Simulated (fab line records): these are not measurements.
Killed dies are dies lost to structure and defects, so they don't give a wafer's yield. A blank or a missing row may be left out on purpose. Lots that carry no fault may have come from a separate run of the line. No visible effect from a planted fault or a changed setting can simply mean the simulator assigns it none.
Chamber matching ; flow nand-harc ; cmp-04 running NHARC_A_BONDPAD_CMP_19: 4 sister chambers
The step polishes, t overpolish 30 s, cu recess touch 16 s, target thk 169.82 nm. 8 wafers are shown with their chamber, then 9 later ones without.

== WAFERS, EACH WITH ITS CHAMBER ==
wafer;chamber;motor-current-A (A);retaining-ring-pressure-frac
L079.5;0;11.2;0.989
L082.4;3;10.6;0.998
L087.1;0;12.7;1.002
L090.1;3;10.6;1.006
L090.4;2;13.3;1.003
L093.1;2;12.4;0.999
L093.3;1;12.2;0.999
L093.5;1;11.9;0.997

== WAFERS WITHOUT THEIR CHAMBER ==
wafer;motor-current-A (A);retaining-ring-pressure-frac
L092.1;11.3;0.996
L092.2;12.8;1.003
L092.3;12.5;1.000
L092.4;11.5;0.999
L092.5;10.3;1.001
L092.6;12.2;1.005
L095.2;12.1;1.000
L095.4;9.7;0.998
L095.5;11.9;1.000

== WHICH CHAMBER EACH WENT THROUGH ==
wafer;from the rows above;in truth
L092.1;can't be placed: 0 or 1 or 3 or 2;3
L092.2;can't be placed: 2 or 1 or 0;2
L092.3;can't be placed: 2 or 1 or 0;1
L092.4;can't be placed: 1 or 0 or 3 or 2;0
L092.5;3;3
L092.6;can't be placed: 2 or 1 or 0 or 3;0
L095.2;can't be placed: 1 or 0 or 2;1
L095.4;3;3
L095.5;can't be placed: 1 or 0 or 2 or 3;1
Placed correctly: 2 of 9. Unplaceable from these rows: 7, with the true chamber sitting among the candidates in 7. 0 placed wrongly.
How it was worked out, from the rows above alone: a wafer's distance from a chamber is the root of the sum, over the readings, of the square of ((its reading less the chamber's mean) divided by the reading's scatter). The wafer belongs to the nearest chamber; if the next one is less than 2 further off, it can't be placed. The mean given for a chamber averages the wafers shown for that chamber. The scatter: take each reading less its chamber's mean, square it, sum over the shown wafers, divide by the number of wafers less the number of chambers, and take the root.
